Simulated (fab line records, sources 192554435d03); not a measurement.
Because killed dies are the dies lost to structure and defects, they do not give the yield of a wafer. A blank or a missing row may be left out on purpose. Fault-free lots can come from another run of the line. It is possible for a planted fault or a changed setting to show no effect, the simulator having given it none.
Struck lot and sound lot, side by side + flow n5_finfet + 17 out of 1938 route steps
Sound: these wafers, L207.2, L207.3, L207.6. Struck: wafer L209.6 (left out: L209.1, L209.2 of the same lot, which were not struck); the cause appears at the end.
Order at every step that has rows: each side's tool, ch and its chambers, its first start. Under that, the readings that differ: sound wafers + struck wafers + difference of the means + sigmas: that difference in standard deviations of wafers without a fault.
alike: same words and numbers on both sides, and readings whose means sit less than 2 such deviations apart. not compared: any withheld reading, any reading some wafer has no value for, any bound like >300 that may hide the same value, and any number with overlapping values for which the record gives no deviation.
Wherever a step has rows on one side only, a row that says differs or no value, or a row with sigmas, the two part there. When numbers do not overlap yet have no deviation, they are printed without sigmas and do not part them. Lack of a reading on every wafer of one side parts them only where that side has two or more wafers.

N5_BEOL_M5_ALD_86: deposits TaN, pulse time 2 s, purge time 3 s, co reactant purge time 2 s.
  sound on ald_metal-02 ch 0,1,3, day 11 18:52; struck on ald_metal-01 ch 0, day 12 05:15
  alike: heater_power_w
  not compared: since_wet_clean_h
then, 4 steps without rows for these wafers: N5_BEOL_M5_SURFACE_TREAT_87; N5_BEOL_M5_CVD_47 (deposits Co from CCTBA/H2, target thk 3 nm, time 216 s); N5_BEOL_M5_SPUTTER_48 (material Cu, target thk 15 nm, time 27.62 s); N5_BEOL_M5_ANNEAL_49 (time 1800 s).
N5_BEOL_M5_SPUTTER_81: material Cu, target thk 15 nm, time 27.62 s.
  sound on pvd_sputter-02, day 11 20:40; struck on pvd_sputter-03, day 12 07:55
  alike: throttle_valve_pct
N5_BEOL_M5_ANNEAL_82: time 1800 s.
  sound on pvd_sputter-02, day 11 20:44; struck on pvd_sputter-03, day 12 08:00
  alike: heater_power_w
N5_BEOL_M5_SPUTTER_83: material Cu, target thk 15 nm, time 27.62 s.
  sound on pvd_sputter-02, day 11 21:45; struck on pvd_sputter-03, day 12 09:01
  alike: throttle_valve_pct
N5_BEOL_M5_ANNEAL_84: time 1800 s.
  sound on pvd_sputter-02, day 11 21:50; struck on pvd_sputter-03, day 12 09:05
  alike: heater_power_w
then, 3 steps without rows for these wafers: N5_BEOL_M5_SPUTTER_88 (material Cu, target thk 15 nm, time 27.62 s); N5_BEOL_M5_ANNEAL_89 (time 1800 s); N5_BEOL_M5_SPUTTER_90 (material Cu, target thk 4.5 nm, time 8.29 s).
N5_BEOL_M5_ECD_50: material Cu, target thk 300 nm.
  sound on ecd_cu-02 ch 0,1, day 12 00:02; struck on ecd_cu-01 ch 0, day 12 11:18
| reading                                | sound         | struck | difference | sigmas |
|----------------------------------------|---------------|--------|------------|--------|
| model.Cu_of_BEOL_M5_ECD_50.thk_nm (nm) | 300 298 300.2 | 431.6  | +132.2     |        |
then, 1 step without rows for these wafers: N5_BEOL_M5_ANNEAL_51 (time 90 s).
N5_BEOL_M5_CMP_52: polishes, stops on SiCOH lowk, t overpolish 6.9 s, target thk 62 nm.
  sound on cmp-04 ch 1,2,3, day 12 00:25; struck on cmp-01 ch 2, day 12 11:44
| reading                | sound    | struck | difference | sigmas |
|------------------------|----------|--------|------------|--------|
| time_to_endpoint_s (s) | 60 58 62 | 89     | +29        | +8     |
  alike: motor_current_A
N5_BEOL_M5_THK_MEAS_53: measures by xrf.
  sound on film_metro-01, day 12 00:43; struck on film_metro-01, day 12 11:59
  alike: M5_THK
-- a jump in the record: the struck wafers' starts before and after are 4 days apart (it breaks off in module BEOL_M5 and resumes in module PASSIVATION, where the first step shown is number 1936 of the route) --
N5_PASSIVATION_PROBE_49:
  rows exist in the record for the struck wafers here (prober-02, day 16 07:34), but not for the sound ones

## WHERE THEY PART
First at N5_BEOL_M5_CMP_52; last, within this record, at N5_PASSIVATION_PROBE_49.

WHY: whatever the simulator had introduced
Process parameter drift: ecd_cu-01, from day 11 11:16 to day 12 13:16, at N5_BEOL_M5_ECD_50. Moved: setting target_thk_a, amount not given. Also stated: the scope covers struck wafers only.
